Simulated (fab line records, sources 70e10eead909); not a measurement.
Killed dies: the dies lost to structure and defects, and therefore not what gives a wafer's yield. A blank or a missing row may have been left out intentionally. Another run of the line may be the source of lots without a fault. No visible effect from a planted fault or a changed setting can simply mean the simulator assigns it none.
Which tool did it? :: flow nand_harc :: 33 wafers from 11 lots sampled at 5 of the route's 1302 steps

== WHAT THE GAUGES SHOWED, per wafer ==
NHARC_END_SORT_01. Usual: killed_at_array 55, standard deviation 19; killed_at_other 0.9, standard deviation 1.4; killed_at_periphery 3.8, standard deviation 2.9; killed_dies 60, standard deviation 19; killed_open 3.3, standard deviation 1.8; killed_short 2.6, standard deviation 1.6.
lot: L376
measured: day 30 20:07
on: prober-02
killed_at_array: 673 675 673
killed_at_other: 0 0 0
killed_at_periphery: 4 2 4
killed_dies: 677 677 677
killed_open: 6 3 5
killed_short: 3 6 3
flag: OFF

lot: L377
measured: day 31 15:01
on: prober-02
killed_at_array: 671 675 674
killed_at_other: 4 0 1
killed_at_periphery: 2 2 2
killed_dies: 677 677 677
killed_open: 2 1 1
killed_short: 2 3 3
flag: OFF

lot: L378
measured: day 31 15:01
on: prober-01
killed_at_array: 677 674 676
killed_at_other: 0 2 0
killed_at_periphery: 0 1 1
killed_dies: 677 677 677
killed_open: 1 4 3
killed_short: 0 2 1
flag: OFF

== TOOL THAT RAN EACH LOT (tool first, then ch and the chambers of the sampled wafers, then the start) ==
lot: L364
NHARC_A_STAIRCASE_ETCH_169: rie_diel-04 ch 1,2,3, day 17 11:16
NHARC_A_STAIRCASE_TRIM_20: rie_diel-11 ch 1,2, day 17 14:10
NHARC_A_STAIRCASE_TRIM_193: rie_diel-04 ch 1,2,3, day 17 18:08
NHARC_A_STAIRCASE_TRIM_196: rie_diel-03 ch 2,3, day 17 18:28

lot: L363
NHARC_A_STAIRCASE_ETCH_169: rie_diel-03 ch 0,1, day 17 11:23
NHARC_A_STAIRCASE_TRIM_20: rie_diel-04 ch 2,3, day 17 14:19
NHARC_A_STAIRCASE_TRIM_193: rie_diel-03 ch 1,2,3, day 17 17:52
NHARC_A_STAIRCASE_TRIM_196: rie_diel-03 ch 0,1, day 17 18:11

lot: L366
NHARC_A_STAIRCASE_ETCH_169: rie_diel-03 ch 1,3, day 18 05:55
NHARC_A_STAIRCASE_TRIM_20: rie_diel-03 ch 0,1, day 18 09:04
NHARC_A_STAIRCASE_TRIM_193: rie_diel-11 ch 0,1,2, day 18 12:43
NHARC_A_STAIRCASE_TRIM_196: rie_diel-04 ch 1,2,3, day 18 13:04

lot: L371
NHARC_A_STAIRCASE_ETCH_169: rie_diel-11 ch 1,2, day 20 09:37
NHARC_A_STAIRCASE_TRIM_20: rie_diel-11 ch 0,1,3, day 20 15:35
NHARC_A_STAIRCASE_TRIM_193: rie_diel-11 ch 0,3, day 20 19:25
NHARC_A_STAIRCASE_TRIM_196: rie_diel-04 ch 1,3, day 20 19:44

lot: L376
NHARC_A_STAIRCASE_ETCH_169: rie_diel-03 ch 0,1,2, day 22 02:33
NHARC_A_STAIRCASE_TRIM_20: rie_diel-11 ch 0,1,2, day 22 05:32
NHARC_A_STAIRCASE_TRIM_193: rie_diel-11 ch 0,1,2, day 22 08:53
NHARC_A_STAIRCASE_TRIM_196: rie_diel-11 ch 0,1,2, day 22 09:13

lot: L377
NHARC_A_STAIRCASE_ETCH_169: rie_diel-11 ch 1,2,3, day 22 18:41
NHARC_A_STAIRCASE_TRIM_20: rie_diel-03 ch 0,2,3, day 22 21:25
NHARC_A_STAIRCASE_TRIM_193: rie_diel-04 ch 0,1,2, day 23 00:47
NHARC_A_STAIRCASE_TRIM_196: rie_diel-03 ch 0,1,2, day 23 01:06

lot: L378
NHARC_A_STAIRCASE_ETCH_169: rie_diel-11 ch 1,3, day 22 18:52
NHARC_A_STAIRCASE_TRIM_20: rie_diel-11 ch 0,3, day 22 21:50
NHARC_A_STAIRCASE_TRIM_193: rie_diel-11 ch 2,3, day 23 01:12
NHARC_A_STAIRCASE_TRIM_196: rie_diel-04 ch 2,3, day 23 01:32

lot: L379
NHARC_A_STAIRCASE_ETCH_169: rie_diel-03 ch 0,2, day 23 12:56
NHARC_A_STAIRCASE_TRIM_20: rie_diel-03 ch 0,2, day 23 15:49
NHARC_A_STAIRCASE_TRIM_193: rie_diel-03 ch 0,1, day 23 19:22
NHARC_A_STAIRCASE_TRIM_196: rie_diel-04 ch 0,2,3, day 23 19:43

lot: L381
NHARC_A_STAIRCASE_ETCH_169: rie_diel-04 ch 0,2,3, day 24 08:50
NHARC_A_STAIRCASE_TRIM_20: rie_diel-11 ch 0,1,2, day 24 11:42
NHARC_A_STAIRCASE_TRIM_193: rie_diel-11 ch 0,1,3, day 24 15:01
NHARC_A_STAIRCASE_TRIM_196: rie_diel-04 ch 0,1,3, day 24 15:22

lot: L382
NHARC_A_STAIRCASE_ETCH_169: rie_diel-04 ch 1,2,3, day 24 17:46
NHARC_A_STAIRCASE_TRIM_20: rie_diel-04 ch 1,2,3, day 24 20:30
NHARC_A_STAIRCASE_TRIM_193: rie_diel-04 ch 0,1,3, day 25 00:20
NHARC_A_STAIRCASE_TRIM_196: rie_diel-04 ch 0,1,2, day 25 00:40

lot: L383
NHARC_A_STAIRCASE_ETCH_169: rie_diel-11 ch 0,2,3, day 25 05:01
NHARC_A_STAIRCASE_TRIM_20: rie_diel-03 ch 0,1,2, day 25 07:55
NHARC_A_STAIRCASE_TRIM_193: rie_diel-11 ch 0,1,3, day 25 11:22
NHARC_A_STAIRCASE_TRIM_196: rie_diel-04 ch 0,1, day 25 11:40
- NHARC_A_STAIRCASE_ETCH_169: etches the open film in CH3F/O2, target depth 50 nm, time 107.1 s.
- NHARC_A_STAIRCASE_TRIM_20: chemistry O2, time 211.2 s.
- NHARC_A_STAIRCASE_TRIM_193: chemistry O2, time 211.2 s.
- NHARC_A_STAIRCASE_TRIM_196: chemistry O2, time 211.2 s.

== WHAT THE TOOLS THEMSELVES READ (means of the sampled wafers that have a number; where no wafer has one, the mark that the record gives instead) ==
NHARC_A_STAIRCASE_ETCH_169. Usual: drypump_motor_current_A 5.6 A, standard deviation 0.37; oes_product_au 0.955 a.u., standard deviation 0.02; rf_vpp_V 244.3 V, standard deviation 2; showerhead_plenum_p_Torr 2.46 Torr, standard deviation 0.13; throttle_valve_pct 20.663 %, standard deviation 0.0086.
lot: L364
tool: rie_diel-04
drypump_motor_current_A (A): 5.5
oes_product_au (a.u.): 0.952
rf_vpp_V (V): 244.2
showerhead_plenum_p_Torr (Torr): 2.46
throttle_valve_pct (%): 20.668
flag: 

lot: L363
tool: rie_diel-03
drypump_motor_current_A (A): 5.4
oes_product_au (a.u.): 0.952
rf_vpp_V (V): 245.1
showerhead_plenum_p_Torr (Torr): 2.47
throttle_valve_pct (%): 20.660
flag: 

lot: L366
tool: rie_diel-03
drypump_motor_current_A (A): 5.6
oes_product_au (a.u.): 0.927
rf_vpp_V (V): 244.1
showerhead_plenum_p_Torr (Torr): 2.44
throttle_valve_pct (%): 20.660
flag: 

lot: L371
tool: rie_diel-11
drypump_motor_current_A (A): 5.9
oes_product_au (a.u.): 0.959
rf_vpp_V (V): 243.3
showerhead_plenum_p_Torr (Torr): 2.36
throttle_valve_pct (%): 20.661
flag: 

lot: L376
tool: rie_diel-03
drypump_motor_current_A (A): 5.6
oes_product_au (a.u.): 0.950
rf_vpp_V (V): 244.9
showerhead_plenum_p_Torr (Torr): 2.55
throttle_valve_pct (%): 20.671
flag: 

lot: L377
tool: rie_diel-11
drypump_motor_current_A (A): 5.7
oes_product_au (a.u.): 0.983
rf_vpp_V (V): 244.2
showerhead_plenum_p_Torr (Torr): 2.41
throttle_valve_pct (%): 20.670
flag: 

lot: L378
tool: rie_diel-11
drypump_motor_current_A (A): 5.8
oes_product_au (a.u.): 0.962
rf_vpp_V (V): 244.1
showerhead_plenum_p_Torr (Torr): 2.41
throttle_valve_pct (%): 20.664
flag: 

lot: L379
tool: rie_diel-03
drypump_motor_current_A (A): 6.0
oes_product_au (a.u.): 0.974
rf_vpp_V (V): 246.5
showerhead_plenum_p_Torr (Torr): 2.64
throttle_valve_pct (%): 20.655
flag: 

lot: L381
tool: rie_diel-04
drypump_motor_current_A (A): 5.4
oes_product_au (a.u.): 0.970
rf_vpp_V (V): 245.6
showerhead_plenum_p_Torr (Torr): 2.58
throttle_valve_pct (%): 20.661
flag: 

lot: L382
tool: rie_diel-04
drypump_motor_current_A (A): 5.6
oes_product_au (a.u.): 0.912
rf_vpp_V (V): 245.5
showerhead_plenum_p_Torr (Torr): 2.57
throttle_valve_pct (%): 20.661
flag: 

lot: L383
tool: rie_diel-11
drypump_motor_current_A (A): 5.5
oes_product_au (a.u.): 0.952
rf_vpp_V (V): 243.5
showerhead_plenum_p_Torr (Torr): 2.37
throttle_valve_pct (%): 20.666
flag: 

NHARC_A_STAIRCASE_TRIM_20. Usual: chamber_pressure_mTorr 60.00 mTorr, standard deviation 0.051; drypump_motor_current_A 5.7 A, standard deviation 0.38; oes_product_au 1.002 a.u., standard deviation 0.014; rf_vpp_V 57.8 V, standard deviation 0.91; showerhead_plenum_p_Torr 3.51 Torr, standard deviation 0.18; throttle_valve_pct 17.037 %, standard deviation 0.0081.
lot: L364
tool: rie_diel-11
chamber_pressure_mTorr (mTorr): 60.00
drypump_motor_current_A (A): 5.9
oes_product_au (a.u.): 1.010
rf_vpp_V (V): 57.9
showerhead_plenum_p_Torr (Torr): 3.40
throttle_valve_pct (%): 17.038
flag: 

lot: L363
tool: rie_diel-04
chamber_pressure_mTorr (mTorr): 59.96
drypump_motor_current_A (A): 5.3
oes_product_au (a.u.): 0.995
rf_vpp_V (V): 57.6
showerhead_plenum_p_Torr (Torr): 3.38
throttle_valve_pct (%): 17.037
flag: 

lot: L366
tool: rie_diel-03
chamber_pressure_mTorr (mTorr): 59.99
drypump_motor_current_A (A): 5.5
oes_product_au (a.u.): 0.999
rf_vpp_V (V): 58.1
showerhead_plenum_p_Torr (Torr): 3.64
throttle_valve_pct (%): 17.022
flag: 

lot: L371
tool: rie_diel-11
chamber_pressure_mTorr (mTorr): 60.02
drypump_motor_current_A (A): 5.6
oes_product_au (a.u.): 0.999
rf_vpp_V (V): 57.4
showerhead_plenum_p_Torr (Torr): 3.44
throttle_valve_pct (%): 17.037
flag: 

lot: L376
tool: rie_diel-11
chamber_pressure_mTorr (mTorr): 60.03
drypump_motor_current_A (A): 5.8
oes_product_au (a.u.): 1.011
rf_vpp_V (V): 57.3
showerhead_plenum_p_Torr (Torr): 3.36
throttle_valve_pct (%): 17.040
flag: 

lot: L377
tool: rie_diel-03
chamber_pressure_mTorr (mTorr): 60.01
drypump_motor_current_A (A): 6.0
oes_product_au (a.u.): 1.012
rf_vpp_V (V): 58.9
showerhead_plenum_p_Torr (Torr): 3.71
throttle_valve_pct (%): 17.044
flag: 

lot: L378
tool: rie_diel-11
chamber_pressure_mTorr (mTorr): 60.02
drypump_motor_current_A (A): 5.3
oes_product_au (a.u.): 1.004
rf_vpp_V (V): 56.8
showerhead_plenum_p_Torr (Torr): 3.49
throttle_valve_pct (%): 17.040
flag: 

lot: L379
tool: rie_diel-03
chamber_pressure_mTorr (mTorr): 59.98
drypump_motor_current_A (A): 5.9
oes_product_au (a.u.): 1.023
rf_vpp_V (V): 58.2
showerhead_plenum_p_Torr (Torr): 3.77
throttle_valve_pct (%): 17.040
flag: 

lot: L381
tool: rie_diel-11
chamber_pressure_mTorr (mTorr): 60.00
drypump_motor_current_A (A): 5.8
oes_product_au (a.u.): 1.000
rf_vpp_V (V): 58.1
showerhead_plenum_p_Torr (Torr): 3.35
throttle_valve_pct (%): 17.025
flag: 

lot: L382
tool: rie_diel-04
chamber_pressure_mTorr (mTorr): 59.99
drypump_motor_current_A (A): 5.6
oes_product_au (a.u.): 0.995
rf_vpp_V (V): 58.7
showerhead_plenum_p_Torr (Torr): 3.67
throttle_valve_pct (%): 17.036
flag: 

lot: L383
tool: rie_diel-03
chamber_pressure_mTorr (mTorr): 60.03
drypump_motor_current_A (A): 5.7
oes_product_au (a.u.): 1.016
rf_vpp_V (V): 58.7
showerhead_plenum_p_Torr (Torr): 3.64
throttle_valve_pct (%): 17.041
flag: 

NHARC_A_STAIRCASE_TRIM_193. Usual: chamber_pressure_mTorr 60.00 mTorr, standard deviation 0.058; drypump_motor_current_A 5.7 A, standard deviation 0.39; oes_product_au 1.001 a.u., standard deviation 0.014; rf_vpp_V 57.7 V, standard deviation 0.94; showerhead_plenum_p_Torr 3.51 Torr, standard deviation 0.18; throttle_valve_pct 17.037 %, standard deviation 0.0087.
lot: L364
tool: rie_diel-04
chamber_pressure_mTorr (mTorr): 60.00
drypump_motor_current_A (A): 5.6
oes_product_au (a.u.): 0.999
rf_vpp_V (V): 58.0
showerhead_plenum_p_Torr (Torr): 3.53
throttle_valve_pct (%): 17.034
flag: 

lot: L363
tool: rie_diel-03
chamber_pressure_mTorr (mTorr): 60.00
drypump_motor_current_A (A): 5.9
oes_product_au (a.u.): 1.001
rf_vpp_V (V): 57.3
showerhead_plenum_p_Torr (Torr): 3.45
throttle_valve_pct (%): 17.045
flag: 

lot: L366
tool: rie_diel-11
chamber_pressure_mTorr (mTorr): 60.01
drypump_motor_current_A (A): 5.8
oes_product_au (a.u.): 1.000
rf_vpp_V (V): 57.7
showerhead_plenum_p_Torr (Torr): 3.37
throttle_valve_pct (%): 17.039
flag: 

lot: L371
tool: rie_diel-11
chamber_pressure_mTorr (mTorr): 60.05
drypump_motor_current_A (A): 5.4
oes_product_au (a.u.): 0.998
rf_vpp_V (V): 57.5
showerhead_plenum_p_Torr (Torr): 3.40
throttle_valve_pct (%): 17.036
flag: 

lot: L376
tool: rie_diel-11
chamber_pressure_mTorr (mTorr): -
drypump_motor_current_A (A): -
oes_product_au (a.u.): -
rf_vpp_V (V): -
showerhead_plenum_p_Torr (Torr): -
throttle_valve_pct (%): -
flag: OFF

lot: L377
tool: rie_diel-04
chamber_pressure_mTorr (mTorr): -
drypump_motor_current_A (A): -
oes_product_au (a.u.): -
rf_vpp_V (V): -
showerhead_plenum_p_Torr (Torr): -
throttle_valve_pct (%): -
flag: OFF

lot: L378
tool: rie_diel-11
chamber_pressure_mTorr (mTorr): -
drypump_motor_current_A (A): -
oes_product_au (a.u.): -
rf_vpp_V (V): -
showerhead_plenum_p_Torr (Torr): -
throttle_valve_pct (%): -
flag: OFF

lot: L379
tool: rie_diel-03
chamber_pressure_mTorr (mTorr): 59.93
drypump_motor_current_A (A): 5.5
oes_product_au (a.u.): 1.008
rf_vpp_V (V): 58.4
showerhead_plenum_p_Torr (Torr): 3.62
throttle_valve_pct (%): 17.030
flag: 

lot: L381
tool: rie_diel-11
chamber_pressure_mTorr (mTorr): 59.99
drypump_motor_current_A (A): 5.6
oes_product_au (a.u.): 0.999
rf_vpp_V (V): 57.8
showerhead_plenum_p_Torr (Torr): 3.42
throttle_valve_pct (%): 17.026
flag: 

lot: L382
tool: rie_diel-04
chamber_pressure_mTorr (mTorr): 59.93
drypump_motor_current_A (A): 5.6
oes_product_au (a.u.): 0.987
rf_vpp_V (V): 57.9
showerhead_plenum_p_Torr (Torr): 3.77
throttle_valve_pct (%): 17.043
flag: 

lot: L383
tool: rie_diel-11
chamber_pressure_mTorr (mTorr): 60.02
drypump_motor_current_A (A): 5.6
oes_product_au (a.u.): 1.016
rf_vpp_V (V): 57.8
showerhead_plenum_p_Torr (Torr): 3.42
throttle_valve_pct (%): 17.044
flag: 

NHARC_A_STAIRCASE_TRIM_196. Usual: chamber_pressure_mTorr 60.00 mTorr, standard deviation 0.053; drypump_motor_current_A 5.7 A, standard deviation 0.38; oes_product_au 1.000 a.u., standard deviation 0.013; rf_vpp_V 57.9 V, standard deviation 0.96; showerhead_plenum_p_Torr 3.56 Torr, standard deviation 0.18; throttle_valve_pct 17.036 %, standard deviation 0.008.
lot: L364
tool: rie_diel-03
chamber_pressure_mTorr (mTorr): 60.04
drypump_motor_current_A (A): 6.2
oes_product_au (a.u.): 0.997
rf_vpp_V (V): 57.8
showerhead_plenum_p_Torr (Torr): 3.51
throttle_valve_pct (%): 17.035
flag: 

lot: L363
tool: rie_diel-03
chamber_pressure_mTorr (mTorr): 60.00
drypump_motor_current_A (A): 5.4
oes_product_au (a.u.): 1.005
rf_vpp_V (V): 57.9
showerhead_plenum_p_Torr (Torr): 3.54
throttle_valve_pct (%): 17.026
flag: 

lot: L366
tool: rie_diel-04
chamber_pressure_mTorr (mTorr): 59.99
drypump_motor_current_A (A): 5.6
oes_product_au (a.u.): 0.989
rf_vpp_V (V): 58.4
showerhead_plenum_p_Torr (Torr): 3.52
throttle_valve_pct (%): 17.029
flag: 

lot: L371
tool: rie_diel-04
chamber_pressure_mTorr (mTorr): 60.04
drypump_motor_current_A (A): 5.5
oes_product_au (a.u.): 1.004
rf_vpp_V (V): 57.6
showerhead_plenum_p_Torr (Torr): 3.45
throttle_valve_pct (%): 17.042
flag: 

lot: L376
tool: rie_diel-11
chamber_pressure_mTorr (mTorr): 59.95
drypump_motor_current_A (A): 5.8
oes_product_au (a.u.): 1.011
rf_vpp_V (V): 57.7
showerhead_plenum_p_Torr (Torr): 3.36
throttle_valve_pct (%): 17.034
flag: 

lot: L377
tool: rie_diel-03
chamber_pressure_mTorr (mTorr): 59.96
drypump_motor_current_A (A): 5.7
oes_product_au (a.u.): 1.005
rf_vpp_V (V): 58.0
showerhead_plenum_p_Torr (Torr): 3.65
throttle_valve_pct (%): 17.036
flag: 

lot: L378
tool: rie_diel-04
chamber_pressure_mTorr (mTorr): 59.98
drypump_motor_current_A (A): 5.3
oes_product_au (a.u.): 1.008
rf_vpp_V (V): 56.9
showerhead_plenum_p_Torr (Torr): 3.42
throttle_valve_pct (%): 17.033
flag: 

lot: L379
tool: rie_diel-04
chamber_pressure_mTorr (mTorr): 60.01
drypump_motor_current_A (A): 5.4
oes_product_au (a.u.): 1.000
rf_vpp_V (V): 58.0
showerhead_plenum_p_Torr (Torr): 3.69
throttle_valve_pct (%): 17.037
flag: 

lot: L381
tool: rie_diel-04
chamber_pressure_mTorr (mTorr): 60.01
drypump_motor_current_A (A): 5.6
oes_product_au (a.u.): 0.980
rf_vpp_V (V): 58.9
showerhead_plenum_p_Torr (Torr): 3.77
throttle_valve_pct (%): 17.034
flag: 

lot: L382
tool: rie_diel-04
chamber_pressure_mTorr (mTorr): 59.98
drypump_motor_current_A (A): 5.6
oes_product_au (a.u.): 0.994
rf_vpp_V (V): 58.5
showerhead_plenum_p_Torr (Torr): 3.66
throttle_valve_pct (%): 17.045
flag: 

lot: L383
tool: rie_diel-04
chamber_pressure_mTorr (mTorr): 59.98
drypump_motor_current_A (A): 5.7
oes_product_au (a.u.): 0.996
rf_vpp_V (V): 58.0
showerhead_plenum_p_Torr (Torr): 3.76
throttle_valve_pct (%): 17.036
flag: 

== THE ANSWER, worked out from the rows above alone ==
Rule: a lot is off if the mean of its wafers that have a number lies more than 3 standard deviations from the usual mean. A lot without any number at a reading at which 4 lots or more have one is off too. All remaining lots with rows at the step are treated as sound. Order of review: gauges by route order, followed by the tools' own readings, for which a lot's mean as printed above is used. At the first step where some lot is off, the reading lying furthest off is the one used; lots without a number count as furthest.
Off: L376, L377, L378, at NHARC_END_SORT_01 (killed_at_array). Neither off nor sound, because the step has no rows for them: L364, L363, L366, L371, L379, L381, L382, L383.
A tool fits if, at a process step before that reading, it ran every lot that is off, and no sound lot after the first of them. The gauges at NHARC_END_SORT_01 aren't tried: what is off there is off at NHARC_A_STAIRCASE_TRIM_193 too, on other tools, and a gauge's error can't cause that. Not one of the candidates tried fits.

== WHAT THE SIMULATOR PUT IN ==
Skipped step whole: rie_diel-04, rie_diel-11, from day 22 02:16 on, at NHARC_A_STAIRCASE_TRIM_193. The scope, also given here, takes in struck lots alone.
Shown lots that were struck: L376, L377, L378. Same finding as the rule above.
